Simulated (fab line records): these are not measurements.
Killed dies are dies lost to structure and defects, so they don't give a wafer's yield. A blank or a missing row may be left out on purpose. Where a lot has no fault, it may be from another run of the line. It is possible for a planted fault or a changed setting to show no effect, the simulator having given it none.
fab line records	flow n5_finfet
[record] lots = 6	wafers = 18	last_day = 19
route steps=1938 shown BEOL_M4@1062 PASSIVATION@1936
lots with no fault: from the same line, run without faults
start_h: the number of hours between the record's first day and the start of the first shown wafer of the lot	wait_h: time in hours since the lot's previous step	" the same as in the row above	L1.1+2: a row that stands for several wafers	- no value, or no start was given	* or withheld: withheld	< > ~ a bound
route shown NAME@n: names a module that has steps shown in the file, with the first one's number in the route	usual: mean and standard deviation over wafers with no fault	same: alike in all rows	chamber/n: place in a boat	sites: per-site readings	_std_site: their standard deviation	_edge_site: mean of outer sites minus mean of inner sites	radius_mm: for every site, how far away it sits from the centre of the wafer	mask NAME#n: copy n	behind: the last tool/chamber to shape the wafer	hold: what put the lot on hold/how long, in hours/how the hold closed	device: the transistor (n, p or np) that didn't switch	end of line: at the end of the route, the tests of the same wafers	step lacking rows: just its recipe	killed: dies lost to structure and defects at the first sort, not the wafer's yield	map: a wafer's dies, x killed, . not, _ none there
set.NAME: setting as actually run; set.NAME@STEP: the setting as run at that earlier step	model.NAME: the simulator's own value behind a step, which no gauge read
lots at some steps of the route; a table a step, a row a wafer
services: from which hour (start_h, from the record's first day; less than 0 if before it) a tool's chamber was out of use, for how many hours, and why
[[steps]]
[step N5_BEOL_M4_ALD_98]
[recipe] material = SiO2	target_thk_a = 25	temp_c = 100	ald_precursor_family = BDEAS	ald_co_reactant = O2-plasma	pulse_time_s = 1	co_reactant_pulse_time_s = 1	purge_time_s = 2	co_reactant_purge_time_s = 2	ald_cycles = 17	pressure_torr = 2
[step N5_BEOL_M4_ETCHBACK_99]
[recipe] chemistry = CHF3	target = SiO2	target_depth_a = 50	time_s = 10.4	source_w = 215	bias_w = 47	Ar_flow_sccm = 200	CHF3_flow_sccm = 12	ion_energy_ev = 100	pressure_mtorr = 30
[usual] bias_w = 47.02/0.14	drypump_motor_current_A = 5.7/0.44	oes_product_au = 0.79/0.087	rf_vpp_V = 239/4.1	showerhead_plenum_p_Torr = 2.17/0.043	throttle_valve_pct = 17.04/0.18
lot.wafer	tool	chamber	start_h	wait_h	bias_w	drypump_motor_current_A	oes_product_au	rf_hours_counter_h	rf_vpp_V	showerhead_plenum_p_Torr	throttle_valve_pct
L161.1	rie_diel-06	0	193.70	27.0	47.08	5.8	0.90	37	243	2.18	16.91
L161.2	"	1	"	"	47.00	5.7	0.85	43	239	2.19	16.82
L161.4	"	3	"	"	46.98	5.8	0.73	180	233	2.13	17.12
L167.2	rie_diel-02	1	234.14	7.7	46.94	5.0	0.67	244	239	2.13	17.25
L167.3	"	3	"	"	47.20	6.3	0.89	35	242	2.26	16.86
L167.4	"	3	"	"	47.15	6.4	0.89	-	241	2.26	16.88
L177.2	rie_diel-02	3	296.56	13.2	47.00	6.4	0.84	63	242	2.25	16.93
L177.4	"	2	"	"	46.82	5.8	0.80	-	233	2.16	17.00
L177.6	"	0	"	"	47.16	5.2	0.91	-	238	2.19	16.95
L180.2	rie_diel-05	3	312.44	19.3	46.90	5.3	0.83	77	235	2.17	16.89
L180.4	"	0	"	"	46.91	6.3	0.67	218	243	2.12	17.34
L180.6	"	3	"	"	46.88	5.3	0.82	-	234	2.17	16.90
L183.2	rie_diel-05	0	338.28	16.3	47.01	6.2	0.68	230	241	2.12	17.36
L183.5	"	3	"	"	47.12	5.3	0.81	-	235	2.16	16.92
L183.6	"	0	"	"	46.90	6.2	0.67	-	240	2.12	17.37
L184.2	rie_diel-02	1	342.73	15.8	47.09	5.0	0.91	16	237	2.12	16.84
L184.4	"	3	"	"	46.90	6.4	0.81	82	241	2.24	16.95
L184.5	"	1	"	"	47.04	5.0	0.91	-	239	2.12	16.84
[step N5_BEOL_M4_ETCH_70]
[recipe] chemistry = N2/H2	target = SOC	target_depth_a = 800	overetch_a = 240	mask_material = SiARC	temp_c = 40	time_s = 130	ion_energy_ev = 200	pressure_mtorr = 30	source_w = 840	bias_w = 150	n2_flow_sccm = 200	h2_flow_sccm = 200
[usual] bias_w = 150.1/0.47	drypump_motor_current_A = 5.7/0.43	oes_product_au = 0.58/0.06	rf_vpp_V = 524.5/1.9	showerhead_plenum_p_Torr = 2.56/0.057	throttle_valve_pct = 17.78/0.19
lot.wafer	tool	chamber	start_h	wait_h	bias_w	drypump_motor_current_A	oes_product_au	rf_hours_counter_h	rf_vpp_V	showerhead_plenum_p_Torr	throttle_valve_pct
L161.1	rie_diel-06	0	193.74	0.0	149.7	5.8	0.65	37	525.6	2.58	17.79
L161.2	"	1	"	"	149.1	5.8	0.63	43	525.2	2.61	17.68
L161.4	"	3	"	"	149.8	5.8	0.54	180	524.6	2.51	17.75
L167.2	rie_diel-02	1	234.17	0.0	149.6	5.0	0.51	244	521.4	2.49	17.90
L167.3	"	3	"	"	150.3	6.3	0.65	35	528.2	2.68	17.43
L167.4	"	3	"	"	149.5	6.3	0.64	-	528.1	2.68	17.44
L177.2	rie_diel-02	3	296.59	0.0	150.8	6.3	0.61	63	526.8	2.66	17.48
L177.4	"	2	"	"	149.8	5.8	0.58	-	524.1	2.56	17.81
L177.6	"	0	"	"	148.9	5.2	0.67	-	524.0	2.59	17.67
L180.2	rie_diel-05	3	312.48	0.0	149.5	5.4	0.59	77	524.1	2.58	17.87
L180.4	"	0	"	"	150.0	6.2	0.50	218	521.3	2.51	18.05
L180.6	"	3	"	"	149.2	5.4	0.60	-	524.7	2.58	17.87
L183.2	rie_diel-05	0	338.31	0.0	150.0	6.2	0.49	230	524.5	2.50	18.07
L183.5	"	3	"	"	150.1	5.3	0.59	-	523.0	2.58	17.89
L183.6	"	0	"	"	149.3	6.2	0.49	-	522.7	2.50	18.06
L184.2	rie_diel-02	1	342.77	0.0	149.8	5.0	0.67	16	523.4	2.48	17.50
L184.4	"	3	"	"	149.6	6.3	0.61	82	526.9	2.66	17.53
L184.5	"	1	"	"	149.9	5.0	0.68	-	521.9	2.48	17.50
[step N5_BEOL_M4_STRIP_71]
[recipe] chemistry = N2/H2	temp_c = 40	n2_flow_sccm = 200	h2_flow_sccm = 200	rf_frequency_hz = 6e+07
[step N5_BEOL_M4_STRIP_78]
[recipe] chemistry = N2/H2	temp_c = 40	n2_flow_sccm = 200	h2_flow_sccm = 200	rf_frequency_hz = 6e+07
[step N5_BEOL_M4_VIA_ETCH_34]
[recipe] chemistry = C4F6/O2	target_depth_a = 694	mask_material = SOC	pressure_mtorr = 15	ion_energy_ev = 250	taper_deg = 4	time_s = 65.9	source_w = 350	bias_w = 170	Ar_flow_sccm = 300	C4F6_flow_sccm = 10	O2_flow_sccm = 10
[step N5_BEOL_M4_STRIP_83]
[recipe] chemistry = C4F6/O2	resist = SiARC	rf_frequency_hz = 6e+07
[step N5_BEOL_M4_STRIP_36]
[recipe] chemistry = N2/H2	power_w = 450	temp_c = 40	pressure_mtorr = 20	rf_frequency_hz = 6e+07	overash_fraction = 0.3	bias_power_w = 7	h2_frac = 0.5	n2_flow_sccm = 200	h2_flow_sccm = 200
[step N5_BEOL_M4_TRENCH_ETCH_37]
[recipe] chemistry = C4F6/O2	target_depth_a = 555.55	target = SiOC	time_s = 29.2	ion_energy_ev = 250	pressure_mtorr = 30	source_w = 355	bias_w = 185	Ar_flow_sccm = 300	C4F6_flow_sccm = 10	O2_flow_sccm = 10
[usual] O2_flow_sccm = 10.00/0.032	bias_w = 185.0/0.54	drypump_motor_current_A = 5.7/0.44	oes_product_au = 0.79/0.088	rf_vpp_V = 661/11	showerhead_plenum_p_Torr = 2.86/0.055	throttle_valve_pct = 20.82/0.16
lot.wafer	tool	chamber	start_h	wait_h	O2_flow_sccm	bias_w	drypump_motor_current_A	oes_product_au	rf_hours_counter_h	rf_vpp_V	showerhead_plenum_p_Torr	throttle_valve_pct
L161.1	rie_diel-06	0	-	-	10.00	185.0	5.8	0.89	38	675	2.88	20.74
L161.2	"	1	"	"	10.00	185.0	5.8	0.86	43	659	2.90	20.62
L161.4	"	3	"	"	9.92	185.1	5.8	0.73	180	648	2.82	20.87
L167.2	rie_diel-02	1	-	-	9.98	185.0	5.0	0.68	244	660	2.82	21.00
L167.3	"	3	"	"	9.93	184.7	6.4	0.89	35	669	2.99	20.62
L167.4	"	3	"	"	10.04	184.5	6.4	0.90	-	668	2.99	20.62
L177.2	rie_diel-02	3	-	-	9.97	184.7	6.4	0.84	63	669	2.97	20.67
L177.4	"	2	"	"	10.00	184.6	5.8	0.80	-	647	2.86	20.81
L177.6	"	0	"	"	9.98	185.3	5.2	0.91	-	654	2.90	20.75
L180.2	rie_diel-05	3	-	-	10.02	185.4	5.3	0.82	77	650	2.87	20.70
L180.4	"	0	"	"	9.99	185.2	6.2	0.68	218	668	2.81	21.11
L180.6	"	3	"	"	9.95	184.3	5.3	0.83	-	649	2.87	20.72
L183.2	rie_diel-05	0	-	-	9.98	185.1	6.3	0.67	230	668	2.81	21.14
L183.5	"	3	"	"	9.98	184.4	5.3	0.81	-	650	2.86	20.72
L183.6	"	0	"	"	9.99	184.8	6.2	0.67	-	669	2.81	21.14
L184.2	rie_diel-02	1	-	-	10.07	184.1	4.9	0.92	16	658	2.80	20.69
L184.4	"	3	"	"	9.98	184.8	6.4	0.83	82	667	2.96	20.70
L184.5	"	1	"	"	10.06	184.5	5.0	0.93	-	660	2.81	20.69
[step N5_BEOL_M4_ETCH_41]
[recipe] chemistry = CH3F/O2	target = SiCN	target_depth_a = 299	taper_deg = 2	time_s = 52.5	ion_energy_ev = 120	mask_material = TiN	pressure_mtorr = 30	source_w = 395	bias_w = 75	Ar_flow_sccm = 150	CH3F_flow_sccm = 30	O2_flow_sccm = 20
[usual] O2_flow_sccm = 20.00/0.064	bias_w = 74.97/0.21	drypump_motor_current_A = 5.7/0.43	oes_product_au = 0.79/0.086	rf_vpp_V = 297.8/1.2	showerhead_plenum_p_Torr = 2.01/0.041	throttle_valve_pct = 16.29/0.19
lot.wafer	tool	chamber	start_h	wait_h	O2_flow_sccm	bias_w	drypump_motor_current_A	oes_product_au	rf_hours_counter_h	rf_vpp_V	showerhead_plenum_p_Torr	throttle_valve_pct
L161.1	rie_diel-06	0	-	-	19.96	75.26	5.8	0.89	38	296.5	2.02	16.17
L161.2	"	1	"	"	19.93	75.38	5.7	0.85	43	297.2	2.04	16.08
L161.4	"	3	"	"	20.07	74.73	5.8	0.73	180	296.7	1.98	16.40
L167.2	rie_diel-02	1	-	-	19.94	74.84	5.0	0.68	244	297.2	1.98	16.47
L167.3	"	3	"	"	20.00	75.02	6.4	0.89	35	298.9	2.10	16.12
L167.4	"	3	"	"	20.01	75.17	6.4	0.89	-	299.6	2.10	16.12
L177.2	rie_diel-02	3	-	-	20.09	74.84	6.4	0.84	63	298.8	2.09	16.17
L177.4	"	2	"	"	20.03	74.91	5.8	0.79	-	299.6	2.01	16.26
L177.6	"	0	"	"	20.02	75.12	5.2	0.91	-	297.3	2.04	16.18
L180.2	rie_diel-05	3	-	-	20.04	75.10	5.3	0.82	77	298.0	2.01	16.13
L180.4	"	0	"	"	19.98	74.84	6.2	0.68	218	297.3	1.98	16.61
L180.6	"	3	"	"	20.15	74.98	5.3	0.82	-	298.4	2.01	16.15
L183.2	rie_diel-05	0	-	-	19.98	74.70	6.2	0.67	230	298.6	1.97	16.65
L183.5	"	3	"	"	19.99	75.17	5.3	0.81	-	297.6	2.01	16.16
L183.6	"	0	"	"	19.99	74.72	6.2	0.67	-	297.0	1.97	16.64
L184.2	rie_diel-02	1	-	-	20.06	75.16	5.0	0.92	16	297.1	1.96	16.05
L184.4	"	3	"	"	20.06	74.93	6.3	0.83	82	299.8	2.09	16.21
L184.5	"	1	"	"	20.06	75.00	4.9	0.91	-	296.3	1.96	16.06
[step N5_BEOL_M4_STRIP_97]
[recipe] chemistry = N2/H2	time_s = 10	power_w = 450	temp_c = 40	pressure_mtorr = 20	rf_frequency_hz = 6e+07	bias_power_w = 7	n2_flow_sccm = 200	h2_flow_sccm = 200
[usual] drypump_motor_current_A = 5.7/0.44	oes_product_au = 0.80/0.087	rf_vpp_V = 59.3/0.83	showerhead_plenum_p_Torr = 2.56/0.057	throttle_valve_pct = 23.59/0.28
lot.wafer	tool	chamber	start_h	wait_h	drypump_motor_current_A	oes_product_au	rf_hours_counter_h	rf_vpp_V	showerhead_plenum_p_Torr	throttle_valve_pct
L161.1	rie_diel-06	0	-	-	5.8	0.90	38	60.2	2.57	23.86
L161.2	"	1	"	"	5.7	0.85	43	59.0	2.61	23.54
L161.4	"	3	"	"	5.8	0.72	180	59.3	2.51	23.46
L167.2	rie_diel-02	1	-	-	5.0	0.70	244	57.6	2.49	23.63
L167.3	"	3	"	"	6.3	0.90	35	58.8	2.67	22.99
L167.4	"	3	"	"	6.3	0.91	-	59.6	2.67	22.99
L177.2	rie_diel-02	3	-	-	6.4	0.85	63	59.8	2.66	23.03
L177.4	"	2	"	"	5.8	0.81	-	59.4	2.56	23.66
L177.6	"	0	"	"	5.2	0.91	-	60.7	2.58	23.55
L180.2	rie_diel-05	3	-	-	5.4	0.83	77	60.5	2.58	23.93
L180.4	"	0	"	"	6.2	0.69	218	60.7	2.50	23.86
L180.6	"	3	"	"	5.3	0.82	-	58.2	2.58	23.93
L183.2	rie_diel-05	0	-	-	6.3	0.68	230	60.8	2.49	23.88
L183.5	"	3	"	"	5.3	0.82	-	59.6	2.57	23.94
L183.6	"	0	"	"	6.3	0.68	-	59.0	2.50	23.90
L184.2	rie_diel-02	1	-	-	4.9	0.93	16	59.8	2.48	23.35
L184.4	"	3	"	"	6.3	0.82	82	60.4	2.65	23.06
L184.5	"	1	"	"	5.0	0.92	-	59.4	2.48	23.35
[step N5_BEOL_M4_OCD_MEAS_38]
[usual] trench_depth_nm = 55.3/1
lot.wafer	tool	chamber	start_h	wait_h	trench_depth_nm
L161.1	ocd-01	-	194.10	-	56.4
L161.2	"	-	"	"	56.1
L161.4	"	-	"	"	54.5
L167.2	ocd-02	-	234.53	-	54.9
L167.3	"	-	"	"	56.2
L167.4	"	-	"	"	57.1
L177.2	ocd-01	-	296.96	-	55.8
L177.4	"	-	"	"	54.8
L177.6	"	-	"	"	55.6
L180.2	ocd-01	-	312.84	-	57.3
L180.4	"	-	"	"	54.6
L180.6	"	-	"	"	57.5
L183.2	ocd-02	-	338.68	-	54.6
L183.5	"	-	"	"	56.7
L183.6	"	-	"	"	54.2
L184.2	ocd-01	-	343.13	-	55.7
L184.4	"	-	"	"	55.9
L184.5	"	-	"	"	55.5
[step N5_BEOL_M4_HM_STRIP_39]
[recipe] chemistry = peroxide_tin_strip	material = TiN	target_depth_a = 250	temp_c = 50	time_s = 158
[usual] run_length_s = 166/3.7
lot.wafer	tool	chamber	start_h	wait_h	run_length_s
L161.1	wet_bench-05	1	194.13	0.0	165
L161.2	"	2	"	"	166
L161.4	"	0	"	"	164
L167.2	wet_bench-06	7	234.56	0.0	171
L167.3	"	2	"	"	172
L167.4	"	1	"	"	169
L177.2	wet_bench-05	5	296.99	0.0	143
L177.4	"	1	"	"	145
L177.6	"	4	"	"	144
L180.2	wet_bench-05	6	312.87	0.0	143
L180.4	"	2	"	"	145
L180.6	"	7	"	"	144
L183.2	wet_bench-06	7	338.71	0.0	171
L183.5	"	4	"	"	173
L183.6	"	6	"	"	173
L184.2	wet_bench-06	1	343.16	0.0	169
L184.4	"	7	"	"	171
L184.5	"	5	"	"	171
[step N5_BEOL_M4_SRD_40]
[recipe] time_s = 30	temp_c = 23	rinse_liquid = diw	dry = ipa_marangoni
[step N5_BEOL_M4_RC_MEAS_101]
[usual] DIBL_N = 36.0/1.6	DIBL_P = 35.8/2	IOFF_N = 0.152/0.03	IOFF_P = 0.20/0.031	ION_N = 670/12	ION_P = 459/7.4	SS_N = 71.5/0.56	SS_P = 73.2/0.64	VT_N = 251/3.5	VT_P = -252/3.3
lot.wafer	tool	chamber	start_h	wait_h	DIBL_N[mV/V]	DIBL_P[mV/V]	IOFF_N[nA/um]	IOFF_P[nA/um]	ION_N[uA/um]	ION_P[uA/um]	SS_N[mV/dec]	SS_P[mV/dec]	VT_N[mV]	VT_P[mV]
L161.1	prober-02	0	199.73	0.0	34.3	33.1	0.119	0.18	647	450	70.8	73.2	255	-250
L161.2	"	0	"	"	35.3	35.9	0.155	0.23	677	464	71.1	73.7	247	-246
L161.4	"	0	"	"	37.4	37.9	0.198	0.26	691	466	71.9	74.3	244	-245
L167.2	prober-02	0	239.00	0.2	36.8	36.3	0.168	0.19	676	456	71.7	72.9	250	-253
L167.3	"	0	"	"	37.7	38.8	0.193	0.23	682	463	72.0	74.0	248	-253
L167.4	"	0	"	"	36.4	36.6	0.169	0.20	684	463	71.2	73.4	249	-254
L177.2	prober-01	0	302.10	0.2	33.0	33.7	0.120	0.17	679	465	70.4	72.4	249	-252
L177.4	"	0	"	"	38.4	39.0	0.209	0.24	684	459	72.5	73.8	247	-249
L177.6	"	0	"	"	35.6	36.1	0.155	0.20	675	466	71.2	72.8	248	-250
L180.2	prober-02	0	317.56	0.2	37.7	36.7	0.184	0.21	675	455	72.8	73.7	248	-252
L180.4	"	0	"	"	36.0	35.9	0.170	0.20	691	467	71.7	73.9	246	-252
L180.6	"	0	"	"	36.8	35.5	0.168	0.19	677	458	72.2	73.3	249	-250
L183.2	prober-01	0	342.92	0.2	34.5	35.1	0.144	0.21	666	463	71.2	73.4	252	-252
L183.5	"	0	"	"	34.5	33.8	0.140	0.19	667	457	71.4	72.7	251	-250
L183.6	"	0	"	"	33.8	33.5	0.125	0.19	664	461	71.3	72.7	253	-250
L184.2	prober-02	0	347.50	0.2	35.4	35.4	0.139	0.17	673	456	71.5	73.4	251	-254
L184.4	"	0	"	"	36.3	36.9	0.164	0.20	669	458	72.8	73.4	249	-254
L184.5	"	0	"	"	34.5	35.0	0.131	0.18	656	457	71.9	72.6	251	-253
[step N5_PASSIVATION_PROBE_49]
[usual] defect_limited_yield = 91.6/1.4	killed_at_M0_to_M3 = 33/10	killed_at_M4_up = 13/5.3	killed_at_contacts = 13/5.9	killed_at_front_end = 36/12	killed_at_other = 4/3.1	killed_dies = 99/16	killed_open = 65/13	killed_short = 32/7.3	sort_bin_5_function = 4.9/0.9	sort_bin_6_memory = 3.1/0.66	sort_bin_8_speed = 0.0/0.42	sort_n_pass = 1081/17	sort_yield_pct = 91.6/1.4
[same] gross_dies = 1180	killed_at_back_side = 0	sort_bin_4_leakage[%] = 0
lot.wafer	tool	chamber	start_h	wait_h	defect_limited_yield[%]	killed_at_M0_to_M3	killed_at_M4_up	killed_at_contacts	killed_at_front_end	killed_at_other	killed_dies	killed_open	killed_short	sort_bin_5_function[%]	sort_bin_6_memory[%]	sort_bin_8_speed[%]	sort_n_pass	sort_yield_pct[%]
L167.2	prober-02	-	335.21	0.1	92.0	35	11	13	33	2	94	61	33	4.2	3.5	0	1086	92.0
L167.4	prober-02	-	335.31	0.2	92.6	31	15	11	27	3	87	53	33	4.2	3.0	0	1093	92.6
L177.2	prober-02	-	414.52	0.1	91.4	26	19	8	46	2	101	77	23	4.7	3.7	0	1079	91.4
L177.4	prober-02	-	414.62	0.2	90.9	41	14	11	36	5	107	75	32	5.1	4.0	0	1073	90.9
L177.6	prober-02	-	414.72	0.3	89.6	29	10	23	60	1	123	84	37	5.9	4.2	0	1057	89.6
L180.2	prober-02	-	428.83	0.1	88.4	33	33	12	56	3	137	91	45	6.8	4.3	0	1043	88.4
L180.4	prober-02	-	428.93	0.2	89.6	26	28	9	59	1	123	79	43	6.4	3.6	0	1057	89.6
L180.6	prober-02	-	429.03	0.3	91.5	35	15	11	38	1	100	64	35	4.7	3.6	0	1080	91.5
L183.2	prober-01	-	459.11	0.1	92.6	34	11	15	22	5	87	59	27	3.7	3.3	0	1093	92.6
L183.5	prober-01	-	459.26	0.2	92.8	37	11	9	23	5	85	47	36	3.6	3.2	0	1095	92.8
L183.6	prober-01	-	459.31	0.3	92.0	19	8	15	49	3	94	64	30	4.9	2.9	0	1086	92.0
// killed by level:class
L167.2 BEOL_M0_SAQP:geometric_particle:open=10 MOL_CONTACT_COAG:geometric_particle:open=10 BEOL_M2:geometric_particle:open=8 BEOL_M1:geometric_particle:short=6 STARTING-WAFER:geometric_particle:open=6 FIN_SAQP:geometric_particle:short=5 FIN_SAQP:geometric_particle:open=5 BEOL_M2:geometric_particle:short=4
L167.4 MOL_CONTACT_COAG:geometric_particle:open=7 GATE_CUT:geometric_particle:short=6 BEOL_M1:geometric_particle:open=6 BEOL_M3:geometric_particle:open=6 FIN_SAQP:geometric_particle:short=5 BEOL_M4:geometric_particle:open=5 FIN_SAQP:geometric_particle:open=4 STI_FIN_REVEAL:geometric_particle:open=4
L177.2 STI_FIN_REVEAL:geometric_particle:open=16 BEOL_M1:geometric_particle:open=10 FIN_SAQP:geometric_particle:open=9 MOL_CONTACT_COAG:geometric_particle:open=8 BEOL_M4:geometric_particle:open=8 BEOL_M2:geometric_particle:open=6 STI_FIN_REVEAL:geometric_particle:short=4 GATE_CUT:geometric_particle:short=4
L177.4 STI_FIN_REVEAL:geometric_particle:open=10 BEOL_M2:geometric_particle:open=10 MOL_CONTACT_COAG:geometric_particle:open=9 BEOL_M1:geometric_particle:open=7 BEOL_M3:geometric_particle:open=6 FIN_SAQP:geometric_particle:short=5 BEOL_M0_SAQP:geometric_particle:short=5 BEOL_M0_SAQP:geometric_particle:open=5
L177.6 STI_FIN_REVEAL:geometric_particle:open=23 MOL_CONTACT_COAG:geometric_particle:open=17 BEOL_M2:geometric_particle:open=8 BEOL_M0_SAQP:geometric_particle:open=7 FIN_SAQP:geometric_particle:short=6 GATE_CUT:geometric_particle:short=6 MOL_CONTACT_COAG:geometric_particle:short=6 FIN_SAQP:geometric_particle:open=5
L180.2 BEOL_M4:geometric_particle:open=22 STI_FIN_REVEAL:geometric_particle:open=11 MOL_CONTACT_COAG:geometric_particle:open=11 BEOL_M2:geometric_particle:open=9 ILD0:geometric_particle:open=7 BEOL_M3:geometric_particle:short=7 FIN_SAQP:geometric_particle:open=6 DUMMY_GATE:geometric_particle:open=6
L180.4 BEOL_M3:geometric_particle:open=14 BEOL_M4:geometric_particle:open=11 FIN_SAQP:geometric_particle:short=9 DUMMY_GATE:geometric_particle:open=8 MOL_CONTACT_COAG:geometric_particle:open=8 FIN_SAQP:geometric_particle:open=7 ILD0:geometric_particle:open=7 STARTING-WAFER:geometric_particle:short=6
L180.6 BEOL_M4:geometric_particle:open=10 BEOL_M2:geometric_particle:open=9 FIN_SAQP:geometric_particle:short=8 MOL_CONTACT_COAG:geometric_particle:open=8 BEOL_M0_SAQP:geometric_particle:open=8 DUMMY_GATE:geometric_particle:open=7 BEOL_M0_SAQP:geometric_particle:short=7 STI_FIN_REVEAL:geometric_particle:open=4
L183.2 BEOL_M0_SAQP:geometric_particle:open=11 BEOL_M3:geometric_particle:open=11 MOL_CONTACT_COAG:geometric_particle:open=8 STI_FIN_REVEAL:geometric_particle:open=6 MOL_CONTACT_COAG:geometric_particle:short=6 STARTING-WAFER:geometric_particle:short=5 FIN_SAQP:geometric_particle:short=4 BEOL_M1:geometric_particle:open=4
L183.5 BEOL_M0_SAQP:geometric_particle:short=11 MOL_CONTACT_COAG:geometric_particle:open=9 BEOL_M1:geometric_particle:short=7 BEOL_M0_SAQP:geometric_particle:open=6 BEOL_M3:geometric_particle:open=6 STI_FIN_REVEAL:geometric_particle:open=4 GATE_CUT:geometric_particle:short=4 BEOL_M2:geometric_particle:open=4
L183.6 STI_FIN_REVEAL:geometric_particle:open=20 MOL_CONTACT_COAG:geometric_particle:open=9 FIN_SAQP:geometric_particle:short=8 BEOL_M2:geometric_particle:open=7 MOL_CONTACT_COAG:geometric_particle:short=6 BEOL_M3:geometric_particle:open=5 STARTING-WAFER:geometric_particle:open=4 FIN_SAQP:geometric_particle:open=3
[[services]]
tool	chamber	start_h	hours	kind
rie_diel-02	0	190.66	4.0	repair
rie_diel-02	2	212.97	7.8	repair
rie_diel-02	0	233.99	1.9	repair
rie_diel-02	0	250.82	-	clean
rie_diel-02	0	250.82	-	consumable_replace:focus_ring
rie_diel-02	0	250.82	18.0	scheduled_down
rie_diel-02	0	250.82	18.0	vent_cycle
rie_diel-02	1	269.00	-	clean
rie_diel-02	1	269.00	-	consumable_replace:focus_ring
rie_diel-02	1	269.00	33.2	scheduled_down
rie_diel-02	1	269.00	33.2	vent_cycle
rie_diel-02	2	274.60	2.7	repair
rie_diel-05	2	276.14	-	clean
rie_diel-05	2	276.14	-	consumable_replace:focus_ring
rie_diel-05	2	276.14	16.3	scheduled_down
rie_diel-05	2	276.14	16.3	vent_cycle
rie_diel-06	2	318.16	10.9	repair
[[key]]
[first_sign] step = N5_BEOL_M4_HM_STRIP_39	reading = run_length_s	direction = down	sigmas = 5.9	usual = *	struck = *
effect none on later readings
met_at N5_BEOL_M4_HM_STRIP_39
struck_wafers L177.2,L177.4,L177.6,L180.2,L180.4,L180.6
onset_between 194.13 296.99
[fault] kind = process_parameter_drift	tool = wet_bench-05	chamber = -	onset_h = 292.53	steps = N5_BEOL_M4_HM_STRIP_39	channel = time_s	offset = *	shape = step	end_h = 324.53	acts_in = *	stated = *
